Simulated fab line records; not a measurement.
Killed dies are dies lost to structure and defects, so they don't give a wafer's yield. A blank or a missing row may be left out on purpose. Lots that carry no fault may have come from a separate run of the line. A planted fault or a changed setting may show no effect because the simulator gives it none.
Chamber matching || flow nandHarc || NHARC_A_CONTACT_DEP_85 on pecvd-01 has 3 sister chambers
The step deposits SiON, target thk 50 nm. 18 wafers are shown with their chamber, then 9 later ones without.

## WAFERS, EACH WITH ITS CHAMBER
{"wafer": "L078.1", "chamber": 1, "heaterPowerW (W)": 836}
{"wafer": "L078.3", "chamber": 2, "heaterPowerW (W)": 515}
{"wafer": "L078.4", "chamber": 1, "heaterPowerW (W)": 821}
{"wafer": "L084.1", "chamber": 1, "heaterPowerW (W)": 846}
{"wafer": "L084.3", "chamber": 2, "heaterPowerW (W)": 651}
{"wafer": "L084.4", "chamber": 1, "heaterPowerW (W)": 857}
{"wafer": "L081.1", "chamber": 2, "heaterPowerW (W)": 618}
{"wafer": "L081.2", "chamber": 0, "heaterPowerW (W)": 820}
{"wafer": "L081.6", "chamber": 1, "heaterPowerW (W)": 857}
{"wafer": "L089.2", "chamber": 0, "heaterPowerW (W)": 762}
{"wafer": "L089.4", "chamber": 2, "heaterPowerW (W)": 595}
{"wafer": "L089.6", "chamber": 1, "heaterPowerW (W)": 773}
{"wafer": "L087.2", "chamber": 0, "heaterPowerW (W)": 894}
{"wafer": "L087.4", "chamber": 0, "heaterPowerW (W)": 890}
{"wafer": "L087.5", "chamber": 2, "heaterPowerW (W)": 552}
{"wafer": "L086.1", "chamber": 2, "heaterPowerW (W)": 511}
{"wafer": "L086.3", "chamber": 1, "heaterPowerW (W)": 885}
{"wafer": "L086.6", "chamber": 1, "heaterPowerW (W)": 877}

SIGNATURES (means of the wafers above)
{"reading": "heaterPowerW", "chamber 0": 841.50, "chamber 1": 844.00, "chamber 2": 573.67, "scatter within a chamber": 49.6}
Rule: for each reading, subtract the chamber's mean from the wafer's reading, divide by that reading's scatter and square the result; add these up over the readings and take the root, which gives the wafer's distance from the chamber. If the next closest chamber is less than 2 further off than the closest, the wafer can't be placed; otherwise it belongs to the closest. The scatter: the root of (the sum of the squares of (reading less its chamber's mean) over the shown wafers, divided by (wafers less chambers)).

## WAFERS WITH NO CHAMBER GIVEN
{"wafer": "L090.3", "heaterPowerW (W)": 854}
{"wafer": "L090.5", "heaterPowerW (W)": 843}
{"wafer": "L090.6", "heaterPowerW (W)": 873}
{"wafer": "L091.1", "heaterPowerW (W)": 772}
{"wafer": "L091.3", "heaterPowerW (W)": 553}
{"wafer": "L091.4", "heaterPowerW (W)": 781}
{"wafer": "L096.2", "heaterPowerW (W)": 889}
{"wafer": "L096.3", "heaterPowerW (W)": 820}
{"wafer": "L096.6", "heaterPowerW (W)": 825}

## CHAMBER TAKEN BY EACH
{"wafer": "L090.3", "from the rows above": "can't be placed: 1 or 0", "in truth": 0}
{"wafer": "L090.5", "from the rows above": "can't be placed: 1 or 0", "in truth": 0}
{"wafer": "L090.6", "from the rows above": "can't be placed: 1 or 0", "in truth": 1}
{"wafer": "L091.1", "from the rows above": "can't be placed: 0 or 1", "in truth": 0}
{"wafer": "L091.3", "from the rows above": 2, "in truth": 2}
{"wafer": "L091.4", "from the rows above": "can't be placed: 0 or 1", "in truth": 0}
{"wafer": "L096.2", "from the rows above": "can't be placed: 1 or 0", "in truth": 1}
{"wafer": "L096.3", "from the rows above": "can't be placed: 0 or 1", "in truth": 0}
{"wafer": "L096.6", "from the rows above": "can't be placed: 0 or 1", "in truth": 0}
Correct placement for 1 of the 9. Not placeable from these rows: 8 (in 8, the candidates include the true chamber). Wrongly placed: 0.
